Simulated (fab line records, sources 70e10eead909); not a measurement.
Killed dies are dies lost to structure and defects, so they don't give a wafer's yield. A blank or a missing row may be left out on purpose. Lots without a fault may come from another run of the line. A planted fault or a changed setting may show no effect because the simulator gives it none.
Tool commonality check | flow nand_harc | 14 lots, 42 wafers sampled

WHY IT WAS OPENED
At NHARC_P_CONTACT_CD_MEAS_12 the reading cd_nm is flagged on 2 of 14 lots. Wafers without a fault read 89.8 nm, standard deviation 0.63.
Rule: a lot is flagged when every wafer of it that has a number lies more than 4 standard deviations from that mean, or none has a number. The other lots count as sound.

lot  | measured     | on        | cd_nm (nm), wafer by wafer | flag
L966 | day 5 15:09  | cd_sem-01 | 89.9 89.1 90.0             |
L968 | day 5 20:28  | cd_sem-03 | 89.7 88.9 90.6             |
L967 | day 5 20:43  | cd_sem-02 | 89.8 90.1 90.1             |
L969 | day 5 21:45  | cd_sem-01 | 89.2 89.1 89.0             |
L970 | day 6 15:25  | cd_sem-01 | 89.9 90.4 90.3             |
L971 | day 6 15:53  | cd_sem-01 | 90.0 89.6 89.8             |
L972 | day 6 21:23  | cd_sem-03 | 88.6 89.0 88.6             |
L973 | day 7 05:43  | cd_sem-01 | 89.5 90.3 90.0             |
L974 | day 7 12:31  | cd_sem-03 | 90.1 90.1 90.6             |
L981 | day 9 10:19  | cd_sem-03 | 110.2 111.6 110.6          | FLAGGED
L982 | day 9 22:20  | cd_sem-02 | 107.4 106.9 107.3          | FLAGGED
L984 | day 10 01:34 | cd_sem-03 | 91.7 91.1 90.5             |
L985 | day 10 03:47 | cd_sem-03 | 90.8 89.6 90.6             |
L986 | day 10 13:24 | cd_sem-01 | 90.2 90.3 90.3             |
The numbers of the flagged lots are 109.0 nm on average: +19.2 nm against the usual, or +30 standard deviations.

WHICH TOOL RAN EACH LOT
The record holds 3 process steps before the reading, out of a route of 1159 steps. In each cell: the tool, then ch and the chambers that the sampled wafers went through, then the start.
lot  | flag    | NHARC_P_GATE_STRIP_95                | NHARC_P_CONTACT_DEP_00                     | NHARC_P_CONTACT_PEB_10
L966 |         | plasma_asher-02 ch 0,1, day 5 11:15  | pecvd-04 ch 0,1,2, day 5 15:04 or earlier  | litho_track-06 ch 0, day 5 15:04
L968 |         | plasma_asher-01 ch 0,1, day 5 16:54  | pecvd-04 ch 0,1,2, day 5 20:23 or earlier  | litho_track-06 ch 0, day 5 20:23
L967 |         | plasma_asher-02 ch 0,1, day 5 17:16  | pecvd-01 ch 0,1,2, day 5 20:38 or earlier  | litho_track-04 ch 0, day 5 20:38
L969 |         | plasma_asher-01 ch 0, day 5 17:57    | pecvd-01 ch 1,2, day 5 21:40 or earlier    | litho_track-01 ch 0, day 5 21:40
L970 |         | plasma_asher-02 ch 0,1, day 6 12:05  | pecvd-03 ch 0,1,2, day 6 15:20 or earlier  | litho_track-04 ch 0, day 6 15:20
L971 |         | plasma_asher-01 ch 0,1, day 6 12:31  | pecvd-03 ch 0,2, day 6 15:49 or earlier    | litho_track-04 ch 0, day 6 15:49
L972 |         | plasma_asher-02 ch 0,1, day 6 17:57  | pecvd-03 ch 0,1,2, day 6 21:19 or earlier  | litho_track-01 ch 0, day 6 21:19
L973 |         | plasma_asher-01 ch 0,1, day 7 02:11  | pecvd-03 ch 0,1,2, day 7 05:37 or earlier  | litho_track-04 ch 0, day 7 05:37
L974 |         | plasma_asher-02 ch 0,1, day 7 08:55  | pecvd-03 ch 0,1, day 7 12:26 or earlier    | litho_track-06 ch 0, day 7 12:26
L981 | FLAGGED | plasma_asher-02 ch 0, day 9 06:23    | pecvd-01 ch 0,1,2, day 9 10:14 or earlier  | litho_track-01 ch 0, day 9 10:14
L982 | FLAGGED | plasma_asher-01 ch 0,1, day 9 18:25  | pecvd-03 ch 0,2, day 9 22:16 or earlier    | litho_track-01 ch 0, day 9 22:16
L984 |         | plasma_asher-02 ch 0,1, day 9 22:14  | pecvd-04 ch 0,1,2, day 10 01:29 or earlier | litho_track-04 ch 0, day 10 01:29
L985 |         | plasma_asher-01 ch 1, day 10 00:28   | pecvd-04 ch 0,1, day 10 03:43 or earlier   | litho_track-04 ch 0, day 10 03:43
L986 |         | plasma_asher-02 ch 0,1, day 10 09:56 | pecvd-01 ch 0,2, day 10 13:19 or earlier   | litho_track-06 ch 0, day 10 13:19
What these steps do:
- NHARC_P_GATE_STRIP_95: strips in O2.
- NHARC_P_CONTACT_DEP_00: deposits SiO2, target thk 500 nm.
- NHARC_P_CONTACT_PEB_10: peb time 65 s.
- NHARC_P_CONTACT_CD_MEAS_12: target cd 90 nm.

FLAGGED OVER TOTAL, TOOL BY TOOL (the gauges that took the reading come last)
step                       | tool            | lots run | flagged | share of the flagged lots | sound lots run after its first flagged lot
NHARC_P_GATE_STRIP_95      | plasma_asher-01 | 6        | 1       | some                      | 1 (L985)
NHARC_P_GATE_STRIP_95      | plasma_asher-02 | 8        | 1       | some                      | 2 (L984,L986)
NHARC_P_CONTACT_DEP_00     | pecvd-01        | 4        | 1       | some                      | 1 (L986)
NHARC_P_CONTACT_DEP_00     | pecvd-03        | 6        | 1       | some                      | 0
NHARC_P_CONTACT_DEP_00     | pecvd-04        | 4        | 0       | none                      | -
NHARC_P_CONTACT_PEB_10     | litho_track-01  | 4        | 2       | all                       | 0
NHARC_P_CONTACT_PEB_10     | litho_track-04  | 6        | 0       | none                      | -
NHARC_P_CONTACT_PEB_10     | litho_track-06  | 4        | 0       | none                      | -
NHARC_P_CONTACT_CD_MEAS_12 | cd_sem-01       | 6        | 0       | none                      | -
NHARC_P_CONTACT_CD_MEAS_12 | cd_sem-02       | 2        | 1       | some                      | 0
NHARC_P_CONTACT_CD_MEAS_12 | cd_sem-03       | 6        | 1       | some                      | 2 (L984,L985)
NHARC_P_CONTACT_DEP_00 gives no start for some lots, so the hours and the order of its lots are those of NHARC_P_CONTACT_PEB_10.

WHAT THE TABLE ALLOWS
1 row of the table ran every flagged lot: litho_track-01 at NHARC_P_CONTACT_PEB_10.
- litho_track-01 at NHARC_P_CONTACT_PEB_10: 2 of its 4 lots flagged. Its last sound lot is L972 (day 6 21:19), its first flagged lot L981 (day 9 10:14): a fault that began between those two fits.
One tool is left: litho_track-01 at NHARC_P_CONTACT_PEB_10.

WHAT THE SIMULATOR HAD PUT IN
Process parameter drift: litho_track-01, from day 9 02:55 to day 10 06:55, at NHARC_P_CONTACT_PEB_10. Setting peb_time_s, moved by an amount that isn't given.
Lots struck among those shown: L981, L982. The rule above found the same.
